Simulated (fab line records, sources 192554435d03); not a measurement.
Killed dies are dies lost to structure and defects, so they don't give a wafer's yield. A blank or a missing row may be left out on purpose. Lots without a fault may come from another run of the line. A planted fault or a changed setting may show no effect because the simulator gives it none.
fab line records | flow n5_finfet
record lots=7 wafers=21
route steps=1938 shown BEOL_M13@1687 BEOL_M14@1751 BEOL_M15@1800 MIM_BOT@1833
start_h: hours from the record's first day to the start of the lot's first wafer shown | wait_h: hours since the lot's step before | " the same as in the row above | L1.1+2: a row that stands for several wafers | - no value, or no start given | * or withheld: withheld | < > ~ a bound
route shown NAME@n: a module of which the file shows steps, and the number in the route of the first | usual: mean/standard deviation of fault-free wafers | same: alike in all rows | chamber/n: place in a boat | sites: the reading at each site | _std_site: their standard deviation | _edge_site: outer sites' mean less inner sites' | radius_mm: how far each site lies from the wafer's centre | mask NAME#n: copy n | behind: the tool/chamber that last shaped the wafer | hold: why the lot was held/for how many hours/how that ended | device: the transistor (n, p or np) that didn't switch | end of line: the same wafers' tests at the end of the route | a step without rows: its recipe alone | killed: dies lost to structure and defects at the first sort, not the wafer's yield | map: a wafer's dies, x killed, . not, _ none there
set.NAME: the setting as run; set.NAME@STEP: as run at that earlier step | model.NAME: the simulator's own value behind a step, which no gauge read
lots whose settings were changed on purpose; a table a step, a row a wafer
## steps
# step N5_BEOL_M13_DEVELOP_27
# recipe develop_time_s=45 rinse_liquid=diw dry=air_spin dev_temp_c=21
# columns lot.wafer tool chamber start_h wait_h set.develop_time_s
L076.1+3+5 litho_track-04 0 - - 40.56
L077.1+2+6 litho_track-02 0 - - 45
L082.2+3+5 litho_track-04 0 - - 45
L079.4 litho_track-04 0 - - 45
L079.5+6 " 0 " " 37.92
L081.1+5 litho_track-04 0 - - 45
L081.6 " 0 " " 50.78
L087.1 litho_track-02 0 - - 45
L087.2+4 " 0 " " 40.64
L086.1+4 litho_track-05 0 - - 45
L086.2 " 0 " " 48.44
# step N5_BEOL_M13_HARDBAKE_32
# recipe temp_c=130 time_s=120
# step N5_BEOL_M13_CD_MEAS_28
# recipe target_cd_nm=209.5 landing_energy_ev=500 detector=se_inlens
# usual cd_nm=209.8/1.1
# columns lot.wafer tool chamber start_h wait_h set.dose_mj@BEOL_M13_EXPOSE_25 cd_nm
L076.1 cd_sem-01 0 257.49 - 22 211.3
L076.3 " 0 " " 22 210.2
L076.5 " 0 " " 21.39 205.0
L077.1 cd_sem-01 0 257.94 - 22 211.1
L077.2 " 0 " " 22 210.6
L077.6 " 0 " " 22 209.9
L082.2 cd_sem-01 0 301.04 - 22 209.6
L082.3 " 0 " " 22 210.4
L082.5 " 0 " " 22 209.6
L079.4 cd_sem-01 0 302.15 - 20.98 204.8
L079.5 " 0 " " 22 208.1
L079.6 " 0 " " 20.98 205.7
L081.1 cd_sem-02 0 304.28 - 22 208.9
L081.5 " 0 " " 22 209.8
L081.6 " 0 " " 21.55 207.7
L087.1 cd_sem-03 0 335.82 - 21.01 203.9
L087.2 " 0 " " 21.01 203.9
L087.4 " 0 " " 22 209.8
L086.1 cd_sem-02 0 337.12 - 22 209.2
L086.2 " 0 " " 22 211.1
L086.4 " 0 " " 22 209.3
# step N5_BEOL_M13_DESCUM_33
# recipe chemistry=O2 time_s=7.9 source_power_w=50 bias_power_w=20 pressure_mtorr=20 rf_frequency_hz=2.712e+07 temp_c=40 o2_flow_sccm=225
# columns lot.wafer tool chamber start_h wait_h set.dose_mj@BEOL_M13_EXPOSE_25 model.BEOL_M13.cd_nm
L076.1 rie_diel-04 1 257.82 0.3 22 211.4
L076.3 " 0 " " 22 210.2
L076.5 " 1 " " 21.39 204.6
L077.1 rie_diel-05 3 258.19 0.2 22 211
L077.2 " 0 " " 22 210.8
L077.6 " 1 " " 22 209.4
L082.2 rie_diel-04 2 301.13 0.0 22 209.8
L082.3 " 0 " " 22 210.6
L082.5 " 0 " " 22 210
L079.4 rie_diel-03 1 302.24 0.0 20.98 -
L079.5 " 2 " " 22 208.2
L079.6 " 3 " " 20.98 205.6
L081.1 rie_diel-04 3 304.37 0.0 22 209.4
L081.5 " 3 " " 22 210
L081.6 " 2 " " 21.55 207.8
L087.1 rie_diel-04 2 335.98 0.1 21.01 203.8
L087.2 " 1 " " 21.01 204
L087.4 " 3 " " 22 210.2
L086.1 rie_diel-03 2 337.20 0.0 22 208.8
L086.2 " 0 " " 22 211
L086.4 " 3 " " 22 209.4
# step N5_BEOL_M13_ETCH_67
# recipe chemistry=CF4 target=SiARC target_depth_a=1430 time_s=238.3 ion_energy_ev=80 pressure_mtorr=40 source_w=545 bias_w=36 Ar_flow_sccm=100 cf4_flow_sccm=100 ends=cleared
# columns lot.wafer tool chamber start_h wait_h set.dose_mj@BEOL_M13_EXPOSE_25 model.BEOL_M13.cd_nm
L076.1 rie_diel-04 1 257.85 0.0 22 212.4
L076.3 " 0 " " 22 210.8
L076.5 " 1 " " 21.39 206
L077.1 rie_diel-05 3 258.23 0.0 22 211.6
L077.2 " 0 " " 22 211.8
L077.6 " 1 " " 22 210.4
L082.2 rie_diel-04 2 301.16 0.0 22 210.2
L082.3 " 0 " " 22 211.2
L082.5 " 0 " " 22 210
L079.4 rie_diel-03 1 302.27 0.0 20.98 205.6
L079.5 " 2 " " 22 209.2
L079.6 " 3 " " 20.98 206.6
L081.1 rie_diel-04 3 304.41 0.0 22 209.8
L081.5 " 3 " " 22 210.4
L081.6 " 2 " " 21.55 209.2
L087.1 rie_diel-04 2 336.02 0.0 21.01 204.6
L087.2 " 1 " " 21.01 205.2
L087.4 " 3 " " 22 210.4
L086.1 rie_diel-03 2 337.24 0.0 22 210.2
L086.2 " 0 " " 22 211.6
L086.4 " 3 " " 22 209.6
# step N5_BEOL_M14_ETCH_68
# recipe chemistry=N2/H2 target=SOC mask_material=SiARC source_w=3000 bias_w=350 temp_c=40 time_s=450 ion_energy_ev=200 pressure_mtorr=30 n2_flow_sccm=200 h2_flow_sccm=200
# columns lot.wafer tool chamber start_h wait_h set.time_s model.SiARC_of_BEOL_M14_COAT_66.thk_nm
L077.1 rie_diel-01 3 266.23 0.1 450 65
L077.2 " 0 " " 450 65.2
L077.6 " 2 " " 450 65.6
L076.1 rie_diel-06 0 268.30 0.1 450 67
L076.3 " 3 " " 528.8 57.8
L076.5 " 1 " " 528.8 56.6
L082.2 rie_diel-01 3 305.62 0.1 450 64.6
L082.3+5 " 0 " " 450 65.4
L079.4+5 rie_diel-06 2,3 306.72 0.1 450 65.2
L079.6 " 0 " " 450 66.6
L081.1 rie_diel-02 3 309.33 0.1 450 65.8
L081.5 " 2 " " 450 66.6
L081.6 " 1 " " 450 64.8
L086.1 rie_diel-06 2 343.09 0.1 450 65.8
L086.2 " 1 " " 504.9 59.6
L086.4 " 3 " " 504.9 60.6
L087.1 rie_diel-02 0 345.48 0.1 398.4 70.2
L087.2 " 1 " " 450 65.6
L087.4 " 1 " " 450 65.2
# step N5_BEOL_M15_EXPOSE_25
# recipe mask_id=M15 na=0.8 source_shape=annular sigma_inner=0.5 sigma_outer=0.8 polarization=unpolarized target_cd_nm=400 dose_mj=35.5
# columns lot.wafer tool chamber start_h wait_h mask set.dose_mj
L077.1+2 krf_scanner-02 0 273.90 - M15#0 36.47
L077.6 " 0 " " M15#0 35.5
L076.1+3 krf_scanner-01 0 274.34 - M15#0 37.07
L076.5 " 0 " " M15#0 35.5
L082.2+3+5 krf_scanner-01 0 310.48 - M15#0 35.5
L079.4+5 krf_scanner-02 0 311.61 - M15#0 37.47
L079.6 " 0 " " M15#0 35.5
L081.1+6 krf_scanner-01 0 313.98 - M15#0 34.4
L081.5 " 0 " " M15#0 35.5
L086.1+2+4 krf_scanner-02 0 348.11 - M15#0 35.5
L087.1+4 krf_scanner-01 0 350.93 - M15#0 37.9
L087.2 " 0 " " M15#0 35.5
# step N5_BEOL_M15_DEVELOP_27
# recipe develop_time_s=45 rinse_liquid=diw dry=air_spin dev_temp_c=21
# columns lot.wafer tool chamber start_h wait_h set.develop_time_s
L077.1 litho_track-05 0 - - 45
L077.2+6 " 0 " " 35.39
L076.1+5 litho_track-03 0 - - 45
L076.3 " 0 " " 40.94
L082.2+3+5 litho_track-02 0 - - 45
L079.4 litho_track-03 0 - - 38.51
L079.5+6 " 0 " " 45
L081.1 litho_track-03 0 - - 45
L081.5+6 " 0 " " 36.75
L086.1+4 litho_track-05 0 - - 35.86
L086.2 " 0 " " 45
L087.1 litho_track-03 0 - - 45
L087.2+4 " 0 " " 49.29
# step N5_BEOL_M15_HARDBAKE_32
# recipe temp_c=130 time_s=120
# step N5_BEOL_M15_CD_MEAS_28
# recipe target_cd_nm=407.6 landing_energy_ev=500 detector=se_inlens
# usual cd_nm=407.6/1.6
# columns lot.wafer tool chamber start_h wait_h set.dose_mj@BEOL_M15_EXPOSE_25 cd_nm
L077.1 cd_sem-02 0 274.07 - 36.47 411.1
L077.2 " 0 " " 36.47 408.7
L077.6 " 0 " " 35.5 403.8
L076.1 cd_sem-03 0 274.51 - 37.07 414.8
L076.3 " 0 " " 37.07 412.0
L076.5 " 0 " " 35.5 406.6
L082.2 cd_sem-01 0 310.65 - 35.5 405.4
L082.3 " 0 " " 35.5 409.3
L082.5 " 0 " " 35.5 408.3
L079.4 cd_sem-02 0 311.77 - 37.47 415.4
L079.5 " 0 " " 37.47 414.3
L079.6 " 0 " " 35.5 407.9
L081.1 cd_sem-01 0 314.15 - 34.4 402.6
L081.5 " 0 " " 35.5 409.1
L081.6 " 0 " " 34.4 402.5
L086.1 cd_sem-01 0 348.29 - 35.5 409.0
L086.2 " 0 " " 35.5 408.6
L086.4 " 0 " " 35.5 407.0
L087.1 cd_sem-01 0 351.10 - 37.9 418.5
L087.2 " 0 " " 35.5 408.9
L087.4 " 0 " " 37.9 419.0
# step N5_BEOL_M15_DESCUM_33
# recipe chemistry=O2 time_s=7.9 source_power_w=50 bias_power_w=20 pressure_mtorr=20 rf_frequency_hz=2.712e+07 temp_c=40 o2_flow_sccm=225
# columns lot.wafer tool chamber start_h wait_h set.dose_mj@BEOL_M15_EXPOSE_25 model.BEOL_M15.cd_nm
L077.1 rie_diel-04 2 274.23 0.1 36.47 411.2
L077.2 " 1 " " 36.47 408.8
L077.6 " 0 " " 35.5 403.6
L076.1 rie_diel-04 0 274.63 0.1 37.07 414.2
L076.3 " 3 " " 37.07 411.8
L076.5 " 0 " " 35.5 406.6
L082.2 rie_diel-05 0 310.74 0.0 35.5 405.6
L082.3 " 3 " " 35.5 409
L082.5 " 1 " " 35.5 408
L079.4 rie_diel-05 3 311.91 0.0 37.47 415.2
L079.5 " 0 " " 37.47 414.2
L079.6 " 1 " " 35.5 407.6
L081.1+6 rie_diel-05 2 314.24 0.0 34.4 402.8
L081.5 " 3 " " 35.5 409.4
L086.1 rie_diel-03 3 348.38 0.0 35.5 408.8
L086.2 " 1 " " 35.5 408.2
L086.4 " 2 " " 35.5 406.8
L087.1 rie_diel-03 0 351.48 0.3 37.9 418.6
L087.2 " 1 " " 35.5 409.4
L087.4 " 2 " " 37.9 419.2
# step N5_BEOL_M15_ETCH_61
# recipe chemistry=N2/H2 target=BARC target_depth_a=890 overetch_a=267 time_s=67.9 ion_energy_ev=200 pressure_mtorr=30 source_w=840 bias_w=150 n2_flow_sccm=200 h2_flow_sccm=200
# step N5_BEOL_M15_TRENCH_ETCH_34
# recipe chemistry=C4F8/O2/Ar target=SiO2 target_depth_a=8729.3 he_inner_torr=15 he_outer_torr=30 time_s=199 ion_energy_ev=800 pressure_mtorr=20 source_w=1905 bias_w=2040 Ar_flow_sccm=400 C4F8_flow_sccm=16 O2_flow_sccm=12
# columns lot.wafer tool chamber start_h wait_h set.dose_mj@BEOL_M15_EXPOSE_25 model.BEOL_M15.cd_nm
L077.1 rie_diel-04 2 274.31 0.0 36.47 403.8
L077.2 " 1 " " 36.47 401.2
L077.6 " 0 " " 35.5 395.6
L076.1 rie_diel-04 0 274.71 0.0 37.07 406.2
L076.3 " 3 " " 37.07 403.6
L076.5 " 0 " " 35.5 398
L082.2 rie_diel-05 0 310.82 0.0 35.5 397.8
L082.3+5 " 3,1 " " 35.5 401.4
L079.4 rie_diel-05 3 311.99 0.0 37.47 407
L079.5 " 0 " " 37.47 406.2
L079.6 " 1 " " 35.5 400.2
L081.1+6 rie_diel-05 2 314.33 0.0 34.4 395
L081.5 " 3 " " 35.5 401.6
L086.1 rie_diel-03 3 348.46 0.0 35.5 401.8
L086.2 " 1 " " 35.5 400.8
L086.4 " 2 " " 35.5 399.8
L087.1 rie_diel-03 0 351.57 0.0 37.9 410.6
L087.2 " 1 " " 35.5 403
L087.4 " 2 " " 37.9 412.6
# step N5_BEOL_M15_CMP_49
# recipe stop_on=SiO2 t_overpolish_s=4.9 down_force_psi=2 platen_rpm=80 clearing_platen_down_force_psi=2 clearing_platen_rpm=80 post_cmp_clean=cu_alkaline target_thk_nm=850 clearing_platen_pad_velocity_m_s=1.5917 pad_velocity_m_s=1.5917
# usual barrier_field_endpoint_s=11.35/0.3
# columns lot.wafer tool chamber start_h wait_h set.down_force_psi barrier_field_endpoint_s
L077.2 cmp-04 2 276.40 0.2 1.573 14.58
L077.1 " 0 " " 2 11.10
L077.6 " 3 " " 1.573 14.58
L076.1 cmp-01 1 277.12 0.3 2 11.79
L076.3 " 2 " " 2.202 10.25
L076.5 " 0 " " 2.202 10.65
L082.3 cmp-03 0 316.41 0.2 2 11.31
L082.2 " 2 " " 2 10.95
L082.5 " 0 " " 2 11.16
L079.4 cmp-01 3 316.46 0.2 2 11.11
L079.6 " 2 " " 2 10.88
L079.5 " 3 " " 2 11.10
L081.1 cmp-03 1 316.93 0.4 2.233 10.14
L081.5 " 2 " " 2 11.12
L081.6 " 3 " " 2.233 10.06
L086.1 cmp-03 1 352.34 0.3 1.705 13.26
L086.4 " 3 " " 2 11.41
L086.2 " 0 " " 2 11.05
L087.1 cmp-03 0 355.38 0.3 2 10.90
L087.4 " 1 " " 2 11.13
L087.2 " 2 " " 2 10.91
# step N5_MIM_BOT_SPUTTER_00
# recipe material=TiN target_thk_a=350 temp_c=200 power_w=3000 chamber_pressure_pa=0.49996 gas=Ar reactive_partial_pa=0.37997 time_s=89.7
# columns lot.wafer tool chamber start_h wait_h set.time_s model.TiN_of_MIM_BOT_SPUTTER_00.thk_nm
L077.1 pvd_sputter-02 - 278.82 0.0 81.45 32.2
L077.2 " - " " 89.7 35.4
L077.6 " - " " 81.45 32.6
L076.1 pvd_sputter-02 - 279.82 0.0 89.7 35
L076.3 " - " " 89.7 34.8
L076.5 " - " " 98.39 38
L082.2 pvd_sputter-01 - 319.45 0.0 89.7 35.4
L082.3 " - " " 89.7 35.8
L082.5 " - " " 89.7 35.2
L079.4 pvd_sputter-03 - 319.55 0.0 96.3 37.6
L079.5 " - " " 89.7 35.2
L079.6 " - " " 89.7 35.4
L081.1 pvd_sputter-03 - 319.77 0.0 96.5 38
L081.5 " - " " 89.7 35.6
L081.6 " - " " 89.7 35.4
L086.1 pvd_sputter-01 - 354.59 0.0 89.7 34.6
L086.2 " - " " 89.7 35
L086.4 " - " " 99.86 38.8
L087.1 pvd_sputter-01 - 358.51 0.0 89.7 34.8
L087.2 " - " " 89.7 35
L087.4 " - " " 89.7 34.4
## key
split step=N5_BEOL_M13_DEVELOP_27 setting=develop_time_s stated=45 by=wafer
response none clear
split step=N5_BEOL_M14_ETCH_68 setting=time_s stated=450 by=wafer
response step=N5_BEOL_M14_ETCH_68 reading=model.SiARC_of_BEOL_M14_COAT_66.thk_nm change=-0.505 per=1% r=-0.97
split step=N5_BEOL_M15_EXPOSE_25 setting=dose_mj stated=35.5 by=wafer
response step=N5_BEOL_M15_CD_MEAS_28 reading=cd_nm change=+1.52 per=1% r=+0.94
response step=N5_BEOL_M15_DESCUM_33 reading=model.BEOL_M15.cd_nm change=+1.5 per=1% r=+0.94
response step=N5_BEOL_M15_TRENCH_ETCH_34 reading=model.BEOL_M15.cd_nm change=+1.45 per=1% r=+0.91
split step=N5_BEOL_M15_DEVELOP_27 setting=develop_time_s stated=45 by=wafer
response none clear
split step=N5_BEOL_M15_CMP_49 setting=down_force_psi stated=2 by=wafer
response step=N5_BEOL_M15_CMP_49 reading=barrier_field_endpoint_s change=-0.142 per=1% r=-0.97
split step=N5_MIM_BOT_SPUTTER_00 setting=time_s stated=89.7 by=wafer
response step=N5_MIM_BOT_SPUTTER_00 reading=model.TiN_of_MIM_BOT_SPUTTER_00.thk_nm change=+0.332 per=1% r=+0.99
split outside_this_file step=N5_BEOL_M13_EXPOSE_25 setting=dose_mj
# split outside_this_file: this setting was split too, and the file shows its column; the key of that split is in another file
